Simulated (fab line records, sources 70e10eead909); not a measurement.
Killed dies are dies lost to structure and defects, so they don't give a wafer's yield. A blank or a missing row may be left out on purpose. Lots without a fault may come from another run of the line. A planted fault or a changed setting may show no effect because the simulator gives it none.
Which tool did it? | flow nand_harc | 24 lots, 72 wafers sampled, at 6 steps of a route of 1302

WHAT THE GAUGES READ, wafer by wafer
The record holds no reading of a measuring or inspecting step that can be judged against a usual standard deviation.

WHICH TOOL RAN EACH LOT (tool, then ch and the chambers of the sampled wafers, then the start)
lot  | NHARC_A_WL_FILL_ETCHBACK_05       | NHARC_A_WL_FILL_ETCHBACK_16                   | NHARC_A_CONTACT_ETCH_114             | NHARC_A_CONTACT_ETCH_120             | NHARC_A_CONTACT_ETCH_96                       | NHARC_A_CONTACT_DEP_58
L074 | rie_metal-02 ch 0,1, day 20 11:19 | rie_diel-12 ch 1,2,3, day 21 16:44 or earlier | har_cap_etch-02 ch 0,1, day 21 16:44 | har_cap_etch-02 ch 0,1, day 21 17:46 | rie_diel-03 ch 0,3, day 21 23:52 or earlier   | pecvd-03 ch 0,1, day 21 23:52
L075 | rie_metal-02 ch 0,1, day 20 21:28 | rie_diel-12 ch 1,2, day 21 22:14 or earlier   | har_cap_etch-02 ch 0,1, day 21 22:14 | har_cap_etch-02 ch 0,1, day 21 23:16 | rie_diel-03 ch 0,1,2, day 22 05:53 or earlier | pecvd-03 ch 0,2, day 22 05:53
L078 | rie_metal-03 ch 0,1, day 21 09:42 | rie_diel-11 ch 0,2,3, day 22 13:19 or earlier | har_cap_etch-02 ch 1, day 22 13:19   | har_cap_etch-02 ch 1, day 22 14:20   | rie_diel-03 ch 2,3, day 22 23:09 or earlier   | pecvd-02 ch 0,2, day 22 23:09
L077 | rie_metal-01 ch 0,1, day 21 13:03 | rie_diel-11 ch 0,1,2, day 22 12:55 or earlier | har_cap_etch-01 ch 0,1, day 22 12:55 | har_cap_etch-01 ch 0,1, day 22 13:56 | rie_diel-09 ch 1,3, day 22 21:54 or earlier   | pecvd-04 ch 0,2, day 22 21:54
L076 | rie_metal-02 ch 0,1, day 21 13:04 | rie_diel-12 ch 2,3, day 22 15:34 or earlier   | har_cap_etch-01 ch 0,1, day 22 15:34 | har_cap_etch-01 ch 0,1, day 22 16:36 | rie_diel-03 ch 1,2, day 23 04:12 or earlier   | pecvd-04 ch 1,2, day 23 04:12
L080 | rie_metal-01 ch 0,1, day 22 00:29 | rie_diel-10 ch 0,3, day 23 05:31 or earlier   | har_cap_etch-01 ch 0,1, day 23 05:31 | har_cap_etch-01 ch 0,1, day 23 06:32 | rie_diel-03 ch 1,2, day 23 12:28 or earlier   | pecvd-03 ch 0,1,2, day 23 12:28
L079 | rie_metal-02 ch 0,1, day 22 00:39 | rie_diel-10 ch 2,3, day 23 05:49 or earlier   | har_cap_etch-02 ch 0,1, day 23 05:49 | har_cap_etch-02 ch 0,1, day 23 06:50 | rie_diel-03 ch 2,3, day 23 13:07 or earlier   | pecvd-02 ch 0,1,2, day 23 13:07
L082 | rie_metal-03 ch 0,1, day 23 10:04 | rie_diel-11 ch 0,2,3, day 24 11:02 or earlier | har_cap_etch-02 ch 0,1, day 24 11:02 | har_cap_etch-02 ch 0,1, day 24 12:03 | rie_diel-09 ch 0,1,2, day 24 18:01 or earlier | pecvd-03 ch 0,1, day 24 18:01
L081 | rie_metal-01 ch 0,1, day 23 13:22 | rie_diel-12 ch 2,3, day 24 16:54 or earlier   | har_cap_etch-03 ch 0,1, day 24 16:54 | har_cap_etch-03 ch 0,1, day 24 17:55 | rie_diel-03 ch 0,2, day 25 00:23 or earlier   | pecvd-04 ch 0, day 25 00:23
L083 | rie_metal-01 ch 0,1, day 24 11:18 | rie_diel-11 ch 0,3, day 25 15:50 or earlier   | har_cap_etch-03 ch 0,1, day 25 15:50 | har_cap_etch-03 ch 0,1, day 25 16:52 | rie_diel-13 ch 0,3, day 26 02:20 or earlier   | pecvd-03 ch 0,1, day 26 02:20
L084 | rie_metal-02 ch 1, day 24 11:20   | rie_diel-10 ch 0,3, day 25 15:38 or earlier   | har_cap_etch-02 ch 0,1, day 25 15:38 | har_cap_etch-02 ch 0,1, day 25 16:40 | rie_diel-03 ch 0,2,3, day 26 00:16 or earlier | pecvd-03 ch 0,1,2, day 26 00:16
L086 | rie_metal-02 ch 0,1, day 25 08:04 | rie_diel-12 ch 0,2,3, day 26 10:50 or earlier | har_cap_etch-03 ch 0,1, day 26 10:50 | har_cap_etch-03 ch 0,1, day 26 12:13 | rie_diel-13 ch 0,1,3, day 26 21:08 or earlier | pecvd-02 ch 0,1, day 26 21:08
L085 | rie_metal-01 ch 1, day 25 08:22   | rie_diel-10 ch 2,3, day 26 12:19 or earlier   | har_cap_etch-01 ch 0,1, day 26 12:19 | har_cap_etch-01 ch 0,1, day 26 13:21 | rie_diel-09 ch 0,3, day 26 15:01              | pecvd-03 ch 1,2, day 26 22:40
L087 | rie_metal-01 ch 0,1, day 26 16:37 | rie_diel-11 ch 0,3, day 27 18:13 or earlier   | har_cap_etch-02 ch 0,1, day 27 18:13 | har_cap_etch-02 ch 0,1, day 27 19:14 | rie_diel-09 ch 0,2,3, day 28 01:11 or earlier | pecvd-03 ch 0,1, day 28 01:11
L088 | rie_metal-02 ch 0,1, day 26 16:38 | rie_diel-11 ch 1,2,3, day 27 17:27 or earlier | har_cap_etch-01 ch 0,1, day 27 17:27 | har_cap_etch-01 ch 0,1, day 27 18:29 | rie_diel-13 ch 0,1,2, day 28 00:43 or earlier | pecvd-04 ch 0,1,2, day 28 00:43
L089 | rie_metal-01 ch 0,1, day 27 01:28 | rie_diel-12 ch 1,2,3, day 28 03:29 or earlier | har_cap_etch-03 ch 0,1, day 28 03:29 | har_cap_etch-03 ch 0,1, day 28 04:31 | rie_diel-13 ch 0,1,2, day 28 10:27 or earlier | pecvd-03 ch 0,1,2, day 28 10:27
L090 | rie_metal-02 ch 1, day 27 06:24   | rie_diel-12 ch 1,2,3, day 28 08:16 or earlier | har_cap_etch-03 ch 0,1, day 28 08:16 | har_cap_etch-03 ch 0,1, day 28 09:18 | rie_diel-09 ch 0,2, day 28 16:52 or earlier   | pecvd-03 ch 0,1, day 28 16:52
L092 | rie_metal-02 ch 0,1, day 27 19:32 | rie_diel-10 ch 0,1,3, day 29 01:53 or earlier | har_cap_etch-02 ch 0,1, day 29 01:53 | har_cap_etch-02 ch 0,1, day 29 02:55 | rie_diel-03 ch 0,2,3, day 29 13:37 or earlier | pecvd-04 ch 0,1, day 29 13:37
L091 | rie_metal-03 ch 1, day 27 19:52   | rie_diel-11 ch 0,2, day 28 21:42 or earlier   | har_cap_etch-02 ch 0,1, day 28 21:42 | har_cap_etch-02 ch 0,1, day 28 22:43 | rie_diel-09 ch 0,2, day 29 00:23              | pecvd-04 ch 0,1,2, day 29 09:07
L093 | rie_metal-01 ch 0,1, day 27 23:24 | rie_diel-12 ch 0,2, day 28 22:39 or earlier   | har_cap_etch-03 ch 0,1, day 28 22:39 | har_cap_etch-03 ch 0,1, day 28 23:40 | rie_diel-09 ch 1,2, day 29 01:20              | pecvd-03 ch 1,2, day 29 09:08
L094 | rie_metal-02 ch 0,1, day 29 07:20 | rie_diel-11 ch 1,2,3, day 30 08:29 or earlier | har_cap_etch-01 ch 0,1, day 30 08:29 | har_cap_etch-01 ch 0,1, day 30 09:51 | rie_diel-03 ch 0,1,2, day 30 16:35 or earlier | pecvd-04 ch 0,1,2, day 30 16:35
L095 | rie_metal-01 ch 0,1, day 29 17:41 | rie_diel-10 ch 0,1,3, day 30 19:13 or earlier | har_cap_etch-02 ch 0,1, day 30 19:13 | har_cap_etch-02 ch 0,1, day 30 20:14 | rie_diel-13 ch 1,2, day 30 21:58              | pecvd-03 ch 0,1,2, day 31 02:29
L097 | rie_metal-02 ch 0,1, day 30 02:05 | rie_diel-11 ch 0,1,3, day 31 05:46 or earlier | har_cap_etch-02 ch 0,1, day 31 05:46 | har_cap_etch-02 ch 0,1, day 31 06:47 | rie_diel-03 ch 1,2,3, day 31 13:03 or earlier | pecvd-04 ch 0,1, day 31 13:03
L096 | rie_metal-03 ch 0,1, day 30 15:21 | rie_diel-12 ch 0,2, day 31 20:35 or earlier   | har_cap_etch-02 ch 0,1, day 31 20:35 | har_cap_etch-02 ch 0,1, day 31 21:52 | rie_diel-03 ch 1,3, day 32 05:09 or earlier   | pecvd-02 ch 0,2, day 32 05:09
- NHARC_A_WL_FILL_ETCHBACK_05: etches the open film in Cl2/BCl3, target depth 22 nm, time 60 s.
- NHARC_A_WL_FILL_ETCHBACK_16: etches the open film in C4F8/O2/Ar, target depth 120 nm, time 24 s.
- NHARC_A_CONTACT_ETCH_114: etches the open film in C4F8/O2/Ar, time 190 s, target depth 1850 nm.
- NHARC_A_CONTACT_ETCH_120: etches the open film in C4F8/O2/Ar, time 190 s, target depth 1850 nm.
- NHARC_A_CONTACT_ETCH_96: etches the open film in C4F6/O2, target depth 20 nm, time 10 s.
- NHARC_A_CONTACT_DEP_58: deposits SiON, target thk 90 nm.

WHAT THE TOOLS THEMSELVES READ (means of the sampled wafers that have a number; where no wafer has one, the mark that the record gives instead)
NHARC_A_WL_FILL_ETCHBACK_05.
lot  | tool         | drypump_motor_current_A (A) | oes_product_au (a.u.)
L074 | rie_metal-02 | 5.60                        | 1.002
L075 | rie_metal-02 | 5.62                        | 1.007
L078 | rie_metal-03 | 5.40                        | 0.990
L077 | rie_metal-01 | 5.75                        | 1.004
L076 | rie_metal-02 | 5.60                        | 1.008
L080 | rie_metal-01 | 5.75                        | 1.003
L079 | rie_metal-02 | 5.64                        | 1.016
L082 | rie_metal-03 | 5.39                        | 0.994
L081 | rie_metal-01 | 5.75                        | 0.995
L083 | rie_metal-01 | 5.55                        | 1.005
L084 | rie_metal-02 | 5.55                        | 1.011
L086 | rie_metal-02 | 5.59                        | 1.011
L085 | rie_metal-01 | 5.35                        | 0.978
L087 | rie_metal-01 | 5.56                        | 0.989
L088 | rie_metal-02 | 5.62                        | 1.002
L089 | rie_metal-01 | 5.55                        | 0.993
L090 | rie_metal-02 | 5.55                        | 1.005
L092 | rie_metal-02 | 5.63                        | 1.000
L091 | rie_metal-03 | 5.77                        | 1.000
L093 | rie_metal-01 | 5.75                        | 1.000
L094 | rie_metal-02 | 5.58                        | 1.001
L095 | rie_metal-01 | 5.74                        | 0.996
L097 | rie_metal-02 | 5.60                        | 0.999
L096 | rie_metal-03 | 5.41                        | 1.001

NHARC_A_WL_FILL_ETCHBACK_16.
lot  | tool        | oes_product_au (a.u.) | rf_vpp_V (V)
L074 | rie_diel-12 | 1.003                 | 724
L075 | rie_diel-12 | 0.989                 | 724
L078 | rie_diel-11 | 0.994                 | 729
L077 | rie_diel-11 | 0.998                 | 727
L076 | rie_diel-12 | 1.009                 | 721
L080 | rie_diel-10 | 0.976                 | 722
L079 | rie_diel-10 | 0.981                 | 724
L082 | rie_diel-11 | 0.961                 | 729
L081 | rie_diel-12 | 1.014                 | 721
L083 | rie_diel-11 | 1.012                 | 729
L084 | rie_diel-10 | 0.917                 | 724
L086 | rie_diel-12 | 1.013                 | 721
L085 | rie_diel-10 | 0.910                 | 725
L087 | rie_diel-11 | 1.000                 | 729
L088 | rie_diel-11 | 0.998                 | 728
L089 | rie_diel-12 | 1.004                 | 723
L090 | rie_diel-12 | 1.004                 | 723
L092 | rie_diel-10 | 0.938                 | 724
L091 | rie_diel-11 | 0.999                 | 729
L093 | rie_diel-12 | 1.007                 | 720
L094 | rie_diel-11 | 0.998                 | 728
L095 | rie_diel-10 | 1.003                 | 724
L097 | rie_diel-11 | 1.001                 | 728
L096 | rie_diel-12 | 1.002                 | 722

NHARC_A_CONTACT_ETCH_96.
lot  | tool        | c4f6_flow_sccm (sccm) | drypump_motor_current_A (A) | oes_product_au (a.u.) | rf_vpp_V (V) | showerhead_plenum_p_Torr (Torr) | throttle_valve_pct (%)
L074 | rie_diel-03 | 24.99                 | 5.9                         | 0.947                 | 541          | 3.65                            | 26.900
L075 | rie_diel-03 | 24.96                 | 5.9                         | 0.958                 | 545          | 3.86                            | 26.902
L078 | rie_diel-03 | 24.99                 | 6.0                         | 0.998                 | 546          | 3.86                            | 26.902
L077 | rie_diel-09 | 25.00                 | 5.9                         | 0.967                 | 552          | 4.20                            | 26.897
L076 | rie_diel-03 | 24.93                 | 5.8                         | 0.998                 | 547          | 3.97                            | 26.915
L080 | rie_diel-03 | 25.01                 | 5.9                         | 0.945                 | 548          | 3.96                            | 26.901
L079 | rie_diel-03 | 25.06                 | 5.9                         | 0.998                 | 545          | 3.86                            | 26.897
L082 | rie_diel-09 | 24.95                 | 5.6                         | 0.948                 | 547          | 3.98                            | 26.903
L081 | rie_diel-03 | 25.03                 | 6.0                         | 0.995                 | 545          | 3.85                            | 26.897
L083 | rie_diel-13 | 24.98                 | 5.5                         | 1.001                 | 548          | 3.97                            | 26.898
L084 | rie_diel-03 | 24.96                 | 5.9                         | 0.964                 | 543          | 3.75                            | 26.911
L086 | rie_diel-13 | 25.00                 | 5.6                         | 0.993                 | 547          | 3.91                            | 26.909
L085 | rie_diel-09 | 25.04                 | 5.6                         | 0.963                 | 550          | 4.09                            | 26.903
L087 | rie_diel-09 | 25.01                 | 5.7                         | 0.958                 | 548          | 3.98                            | 26.906
L088 | rie_diel-13 | 25.08                 | 5.2                         | 0.937                 | 550          | 4.01                            | 26.899
L089 | rie_diel-13 | 25.03                 | 5.2                         | 0.953                 | 549          | 4.01                            | 26.900
L090 | rie_diel-09 | 25.01                 | 5.3                         | 0.935                 | 545          | 3.86                            | 26.903
L092 | rie_diel-03 | 24.99                 | 5.9                         | 1.003                 | 547          | 3.93                            | 26.901
L091 | rie_diel-09 | 25.00                 | 5.8                         | 0.944                 | 546          | 3.85                            | 26.895
L093 | rie_diel-09 | 24.99                 | 5.9                         | 0.954                 | 550          | 4.05                            | 26.904
L094 | rie_diel-03 | 24.86                 | 5.9                         | 0.943                 | 550          | 4.04                            | 26.911
L095 | rie_diel-13 | 24.95                 | 5.2                         | 0.999                 | 548          | 3.97                            | 26.904
L097 | rie_diel-03 | 25.04                 | 5.8                         | 1.003                 | 544          | 3.84                            | 26.908
L096 | rie_diel-03 | 25.05                 | 5.7                         | 0.945                 | 543          | 3.74                            | 26.902

NHARC_A_CONTACT_DEP_58.
lot  | tool     | heater_power_w (W)
L074 | pecvd-03 | 753
L075 | pecvd-03 | 711
L078 | pecvd-02 | 763
L077 | pecvd-04 | 671
L076 | pecvd-04 | 708
L080 | pecvd-03 | 763
L079 | pecvd-02 | 743
L082 | pecvd-03 | 829
L081 | pecvd-04 | 690
L083 | pecvd-03 | 847
L084 | pecvd-03 | 791
L086 | pecvd-02 | 658
L085 | pecvd-03 | 809
L087 | pecvd-03 | 787
L088 | pecvd-04 | 646
L089 | pecvd-03 | 733
L090 | pecvd-03 | 780
L092 | pecvd-04 | 724
L091 | pecvd-04 | 670
L093 | pecvd-03 | 676
L094 | pecvd-04 | 682
L095 | pecvd-03 | 779
L097 | pecvd-04 | 654
L096 | pecvd-02 | 663

THE ANSWER, worked out from the rows above alone
Rule: what is usual is taken from the lots themselves. Put in order of their means at a reading, lots are off if they are a third of the lots or fewer, leave a main group of 4 or more, and stand apart from it by a gap of 3 or more times the standard deviation of the main group's means; of several such gaps the widest counts. A main group whose means are all the same, to the digits that the tables above print for the reading, isn't used. A lot without any number at a reading at which 4 lots or more have one is off too. The other lots that the step has rows for count as sound. The gauges are gone through in route order, then the tools' own readings, and for those a lot's mean is taken as printed above. The first step at which some lot is off is used, and at that step the reading that is off furthest; a lot without a number counts as furthest.
No lot is off at any reading shown: from this, nothing can be told.

WHAT THE SIMULATOR HAD PUT IN
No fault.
